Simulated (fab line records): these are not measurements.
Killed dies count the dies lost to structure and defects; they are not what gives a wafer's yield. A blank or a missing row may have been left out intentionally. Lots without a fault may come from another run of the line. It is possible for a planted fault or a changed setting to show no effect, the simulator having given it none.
Struck lot and sound lot, side by side    flow n5_finfet    41 out of 1938 route steps
Sound: the wafers L119.2, L119.4, L119.6. Struck: wafer L132.4. (L132.2, L132.3 of the same lot were not struck and are left out.) The cause comes at the end.
For every step that has rows: the tool of each side, followed by ch and its chambers, followed by its first start. Under that, the readings that differ: sound wafers    struck wafers    difference of the means    sigmas: that difference in standard deviations of wafers without a fault.
alike: readings with means less than 2 such deviations apart, plus words and numbers identical on both sides. not compared: withheld readings, readings lacking a value on some wafer, bounds such as >300 that could conceal the same value, and numbers that have no deviation in the record and whose values overlap.
The two part at a step that has a row with sigmas, a row that says differs or no value, or rows on one side only. Numbers that don't overlap but have no deviation are shown without sigmas and don't part them. A reading missing from all wafers of one side parts the sides only when that side holds two or more wafers.

first, 4 steps without rows for these wafers: N5_BEOL_M3_HM_STRIP_39 (strips TiN in peroxide tin strip, target depth 25 nm, time 158 s); N5_BEOL_M3_SRD_40 (time 30 s); N5_BEOL_M3_PRECLEAN_42 (cleans in residue remover, time 60 s); N5_BEOL_M3_SRD_43 (time 30 s).
N5_BEOL_M3_CD_MEAS_35: target cd 18 nm, target cd y 21 nm.
  sound: cd_sem-03 at day 8 04:25; struck: cd_sem-03 at day 11 14:40
reading     sound           struck  difference  sigmas
cd_nm (nm)  17.8 17.7 17.5  18.6    +0.9        +2
N5_BEOL_M3_DEGAS_44: time 60 s.
  sound: pvd_sputter-01 at day 8 04:37; struck: pvd_sputter-02 at day 11 14:47
reading               sound                 struck  difference  sigmas
susceptor_temp_C (C)  249.85 250.10 249.95  249.56  -0.41       -2
  alike: heater_power_w
then, 5 steps without rows for these wafers: N5_BEOL_M3_PRE_CLEAN_45 (time 30 s); N5_BEOL_M3_ALD_84 (deposits TaN, pulse time 2 s, purge time 3 s, co reactant purge time 2 s); N5_BEOL_M3_SURFACE_TREAT_85; N5_BEOL_M3_CVD_47 (deposits Co from CCTBA/H2, target thk 3 nm, time 223.8 s); N5_BEOL_M3_SPUTTER_48 (material Cu, target thk 4.5 nm, time 8.29 s).
N5_BEOL_M3_ANNEAL_49: time 240 s.
  sound: pvd_sputter-01 at day 8 05:29; struck: pvd_sputter-02 at day 11 15:41
  alike: heater_power_w, susceptor_temp_C
N5_BEOL_M3_SPUTTER_79: material Cu, target thk 4.5 nm, time 8.29 s.
  sound: pvd_sputter-01 at day 8 05:37; struck: pvd_sputter-02 at day 11 15:50
  alike: susceptor_temp_C, throttle_valve_pct
then, 4 steps without rows for these wafers: N5_BEOL_M3_ANNEAL_80 (time 240 s); N5_BEOL_M3_SPUTTER_81 (material Cu, target thk 4.5 nm, time 8.29 s); N5_BEOL_M3_ANNEAL_82 (time 240 s); N5_BEOL_M3_SPUTTER_86 (material Cu, target thk 4.5 nm, time 8.29 s).
N5_BEOL_M3_ANNEAL_87: time 240 s.
  sound: pvd_sputter-01 at day 8 06:08; struck: pvd_sputter-02 at day 11 16:21
  alike: heater_power_w, susceptor_temp_C
then, 4 steps without rows for these wafers: N5_BEOL_M3_SPUTTER_88 (material Cu, target thk 4.5 nm, time 8.29 s); N5_BEOL_M3_ANNEAL_89 (time 240 s); N5_BEOL_M3_SPUTTER_90 (material Cu, target thk 4.5 nm, time 8.29 s); N5_BEOL_M3_ANNEAL_91 (time 240 s).
N5_BEOL_M3_SPUTTER_92: material Cu, target thk 4.5 nm, time 8.29 s.
  sound: pvd_sputter-01 at day 8 06:43; struck: pvd_sputter-02 at day 11 16:56
  alike: susceptor_temp_C, throttle_valve_pct
then, 7 steps without rows for these wafers: N5_BEOL_M3_ANNEAL_93 (time 240 s); N5_BEOL_M3_SPUTTER_94 (material Cu, target thk 4.5 nm, time 8.29 s); N5_BEOL_M3_ANNEAL_95 (time 240 s); N5_BEOL_M3_SPUTTER_96 (material Cu, target thk 4.5 nm, time 8.29 s); N5_BEOL_M3_ECD_50 (material Cu, target thk 300 nm); N5_BEOL_M3_ANNEAL_51 (time 90 s); N5_BEOL_M3_CMP_52 (polishes, stops on SiOC, t overpolish 6.8 s, target thk 40 nm).
N5_BEOL_M3_PRE_CLEAN_60: time 15 s.
  sound on cvd_co-01 ch 0,2, day 8 07:59; struck on cvd_co-01 ch 1, day 11 18:19
  alike: heater_power_w
  not compared: susceptor_temp_C
then, 3 steps without rows for these wafers: N5_BEOL_M3_CO_CAP_55 (material Co, precursor CCTBA/H2, target thk 2 nm, time 102.1 s); N5_BEOL_M3_PRE_CLEAN_56 (time 15 s); N5_BEOL_M3_DEP_57 (deposits SiCN from 3MS/NH3, target thk 8 nm, time 14 s).
N5_BEOL_M3_RS_MEAS_58: uses a four-point probe to measure.
  sound: film_metro-02 at day 8 08:13; struck: film_metro-01 at day 11 18:33
  alike: M3_RS
then, 1 step without rows for these wafers: N5_BEOL_M4_ILD_DEP_00 (deposits SiOC from DEMS/O2, target thk 79 nm, time 15.3 s).
N5_BEOL_M4_THK_MEAS_01:
  sound: film_metro-02 at day 8 08:20; struck: film_metro-02 at day 11 18:41
  alike: M4_ILD_THK
then, 3 steps without rows for these wafers: N5_BEOL_M4_PECVD_72 (deposits SiO2 from TEOS/O2, target thk 16 nm, time 18 s); N5_BEOL_M4_HM_DEP_02 (deposits TiN, target thk 20 nm); N5_BEOL_M4_COAT_61 (time 60 s, resist thk 60 nm).
-- here the record skips 5 days between the struck wafers' starts before and after, leaving off in module BEOL_M4 and picking up in module PASSIVATION (first step shown: number 1936 of the route) --
N5_PASSIVATION_PROBE_49:
  record: rows for the struck wafers here (prober-01, day 16 20:04), none for the sound ones

## WHERE THEY PART
Last at N5_PASSIVATION_PROBE_49 as far as this record goes, first at N5_BEOL_M3_CD_MEAS_35.

WHY: the cause the simulator had injected
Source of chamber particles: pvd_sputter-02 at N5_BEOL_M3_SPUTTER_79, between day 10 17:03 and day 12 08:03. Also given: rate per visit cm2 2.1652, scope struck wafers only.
